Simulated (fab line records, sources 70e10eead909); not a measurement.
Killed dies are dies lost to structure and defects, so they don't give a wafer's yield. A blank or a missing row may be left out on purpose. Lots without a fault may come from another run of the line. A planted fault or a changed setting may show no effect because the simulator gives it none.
fab line records | flow nand_harc
record lots=6 wafers=18 last_day=32
route steps=1302 shown A_ONON_D2@569 A_CHANNEL_HOLE_D2@570
lots that met no fault: from a run of the same line without faults
start_h: hours from the record's first day to the start of the lot's first wafer shown | wait_h: hours since the lot's step before | " the same as in the row above | L1.1+2: a row that stands for several wafers | - no value, or no start given | * or withheld: withheld | < > ~ a bound
route shown NAME@n: a module of which the file shows steps, and the number in the route of the first | usual: mean/standard deviation of fault-free wafers | same: alike in all rows | chamber/n: place in a boat | sites: the reading at each site | _std_site: their standard deviation | _edge_site: outer sites' mean less inner sites' | radius_mm: how far each site lies from the wafer's centre | mask NAME#n: copy n | behind: the tool/chamber that last shaped the wafer | hold: why the lot was held/for how many hours/how that ended | device: the transistor (n, p or np) that didn't switch | end of line: the same wafers' tests at the end of the route | a step without rows: its recipe alone | killed: dies lost to structure and defects at the first sort, not the wafer's yield | map: a wafer's dies, x killed, . not, _ none there
set.NAME: the setting as run; set.NAME@STEP: as run at that earlier step | model.NAME: the simulator's own value behind a step, which no gauge read
lots at some steps of the route; a table a step, a row a wafer
services: from which hour (start_h, from the record's first day; less than 0 if before it) a tool's chamber was out of use, for how many hours, and why
## steps
# step NHARC_A_ONON_D2_INSPECT_32
# usual raw_defect_count=391/140
# columns lot.wafer tool chamber start_h wait_h raw_defect_count
L622.1 defect_inspect-01 - 360.92 0.0 350
L622.3 " - " " 545
L622.5 " - " " 646
L623.4 defect_inspect-02 - 360.96 0.0 342
L623.5 " - " " 321
L623.6 " - " " 329
L631.4 defect_inspect-01 - 434.54 0.0 500
L631.5 " - " " 557
L631.6 " - " " 360
L630.1 defect_inspect-02 - 434.54 0.0 243
L630.3 " - " " 293
L630.4 " - " " 194
L633.1 defect_inspect-01 - 462.38 0.0 578
L633.3 " - " " 436
L633.6 " - " " 679
L637.3 defect_inspect-02 - 504.39 0.0 324
L637.4 " - " " 538
L637.6 " - " " 244
# step NHARC_A_CHANNEL_HOLE_D2_DEP_00
# recipe target_thk_a=31000 temp_c=400 material=aC
# usual susceptor_temp_C=400.01/0.18 throttle_valve_pct=35.001/0.0099
# columns lot.wafer tool chamber start_h wait_h susceptor_temp_C throttle_valve_pct
L622.1 acl_dep-03 0 360.99 0.1 - 35.003
L622.3 " 0 " " - 34.985
L622.5 " 0 " " - 34.997
L623.4 acl_dep-01 0 363.39 2.4 400.25 35.012
L623.5 " 0 " " 399.98 35.010
L623.6 " 0 " " 400.01 35.002
L630.1 acl_dep-01 0 439.10 4.6 400.19 34.990
L630.3 " 0 " " 400.18 35.007
L630.4 " 0 " " 400.00 35.004
L631.4 acl_dep-02 0 439.28 4.7 399.82 35.010
L631.5 " 0 " " 399.90 34.987
L631.6 " 0 " " 399.69 34.999
L633.1 acl_dep-03 0 462.45 0.1 399.99 35.003
L633.3 " 0 " " 400.12 35.019
L633.6 " 0 " " 399.98 34.987
L637.3 acl_dep-01 0 505.25 0.9 399.98 34.995
L637.4 " 0 " " 400.09 35.000
L637.6 " 0 " " 400.01 35.025
# step NHARC_A_CHANNEL_HOLE_D2_DEP_01
# recipe target_thk_a=1400 target_thk_nm=140 temp_c=400 pressure_torr=3.5 flow_sccm=200 rf_w=350 material=SiON
# usual heater_power_w=749/90 susceptor_temp_C=400.03/0.21
# columns lot.wafer tool chamber start_h wait_h heater_power_w susceptor_temp_C
L622.1 pecvd-03 2 362.94 1.6 836 399.89
L622.3 " 0 " " 778 400.04
L622.5 " 2 " " 831 399.80
L623.6 pecvd-02 0 364.46 0.1 721 400.31
L623.4 " 1 " " 900 400.03
L623.5 " 2 " " 714 400.13
L631.6 pecvd-03 2 440.34 0.1 814 400.28
L631.5 " 0 " " 812 399.93
L631.4 " 1 " " 572 400.01
L630.1 pecvd-03 1 441.06 1.6 620 399.61
L630.3 " 2 " " 829 400.13
L630.4 " 1 " " 622 399.88
L633.1 pecvd-03 1 464.38 1.6 611 400.09
L633.3 " 2 " " 793 400.18
L633.6 " 0 " " 867 400.12
L637.3 pecvd-03 2 506.57 1.0 779 400.30
L637.4 " 1 " " 564 400.13
L637.6 " 2 " " 807 400.28
# step NHARC_A_CHANNEL_HOLE_D2_DEHYDRATE_02
# recipe temp_c=150 time_s=120
# step NHARC_A_CHANNEL_HOLE_D2_HMDS_03
# recipe time_s=30
# step NHARC_A_CHANNEL_HOLE_D2_COAT_36
# recipe temp_c=260 time_s=75
# step NHARC_A_CHANNEL_HOLE_D2_COAT_37
# recipe temp_c=225 time_s=65
# step NHARC_A_CHANNEL_HOLE_D2_COAT_04
# recipe spin_rpm=1500 resist_thk_nm=90
# step NHARC_A_CHANNEL_HOLE_D2_SOFTBAKE_05
# recipe temp_c=105 time_s=55
# step NHARC_A_CHANNEL_HOLE_D2_EBR_06
# step NHARC_A_CHANNEL_HOLE_D2_EXPOSE_07
# recipe na=1.35 target_cd_nm=100 sigma_outer=0.3 dose_mj=59.65 mask_id=HOLE_D2
# step NHARC_A_CHANNEL_HOLE_D2_PEB_08
# recipe peb_temp_c=100 peb_time_s=65
# usual chill_plate_temp_C=22.99/0.1 exhaust_pa=45.0/0.96
# columns lot.wafer tool chamber start_h wait_h chill_plate_temp_C exhaust_pa
L622.1 litho_track-04 - 363.55 0.1 - -
L622.3 " - " " - -
L622.5 " - " " - -
L623.4 litho_track-06 - 365.02 0.0 - -
L623.5 " - " " - -
L623.6 " - " " - -
L631.4 litho_track-06 0 440.78 0.0 23.08 44.0
L631.5 " 0 " " 22.87 44.8
L631.6 " 0 " " 22.96 43.4
L630.1 litho_track-01 0 441.55 0.1 23.15 45.9
L630.3 " 0 " " 23.14 45.2
L630.4 " 0 " " 23.17 46.0
L633.1 litho_track-01 0 465.02 0.1 22.89 45.3
L633.3 " 0 " " 22.78 43.5
L633.6 " 0 " " 22.89 44.8
L637.3 litho_track-04 0 507.06 0.0 23.03 45.0
L637.4 " 0 " " 22.99 44.7
L637.6 " 0 " " 23.03 45.6
# step NHARC_A_CHANNEL_HOLE_D2_DEVELOP_09
# recipe develop_time_s=35 dev_temp_c=23
## services
# columns tool chamber start_h hours kind
acl_dep-03 - 346.11 0.7 repair
litho_track-04 - 353.76 - consumable_replace:filter
litho_track-06 - 354.00 7.0 pm
pecvd-02 - 360.07 1.2 repair
pecvd-03 - 366.00 13.0 pm
pecvd-03 0 366.00 13.0 vent_cycle
pecvd-03 1 366.00 13.0 vent_cycle
pecvd-03 2 366.00 13.0 vent_cycle
acl_dep-01 - 369.82 13.0 pm
litho_track-04 - 378.01 7.0 pm
pecvd-03 0 379.00 - clean
pecvd-03 1 379.00 - clean
pecvd-03 2 379.00 - clean
pecvd-02 - 408.17 13.0 pm
pecvd-02 0 408.17 13.0 vent_cycle
pecvd-02 1 408.17 13.0 vent_cycle
pecvd-02 2 408.17 13.0 vent_cycle
pecvd-02 0 421.17 - clean
acl_dep-02 - 423.40 13.0 pm
pecvd-03 0 454.19 3.5 repair
acl_dep-01 - 466.24 4.6 repair
pecvd-03 - 480.61 0.3 repair
acl_dep-03 - 484.17 13.0 pm
litho_track-01 - 505.00 7.0 pm
## key
first_sign step=NHARC_A_CHANNEL_HOLE_D2_PEB_08 reading=tool_record direction=missing
effect none on later readings
met_at NHARC_A_CHANNEL_HOLE_D2_PEB_08
struck_wafers L622.1,L622.3,L622.5,L623.4,L623.5,L623.6
later_rows_left_out L622.1,L622.3,L622.5,L623.4,L623.5,L623.6
sort_left_out L622.1,L622.3,L622.5,L623.4,L623.5,L623.6
tester_left_out L622,L623
fault kind=skipped_step_whole tool=litho_track-04,litho_track-06 chamber=- onset_h=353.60 steps=NHARC_A_CHANNEL_HOLE_D2_PEB_08 scope=struck_lots_only
# tester_left_out: of these lots the tester's yield and bins aren't shown, on N5 and GAA mostly nor the transistor test; their killed dies are dies lost to structure and defects alone, not to doping, threshold or leakage, so they don't give the yield
# sort_left_out: the simulated sort isn't trusted on such a fault, so these wafers' sort isn't shown, and their yield isn't known
# later_rows_left_out: the simulator's readings of these wafers behind a module that went badly wrong aren't trusted and aren't shown, but for the sort
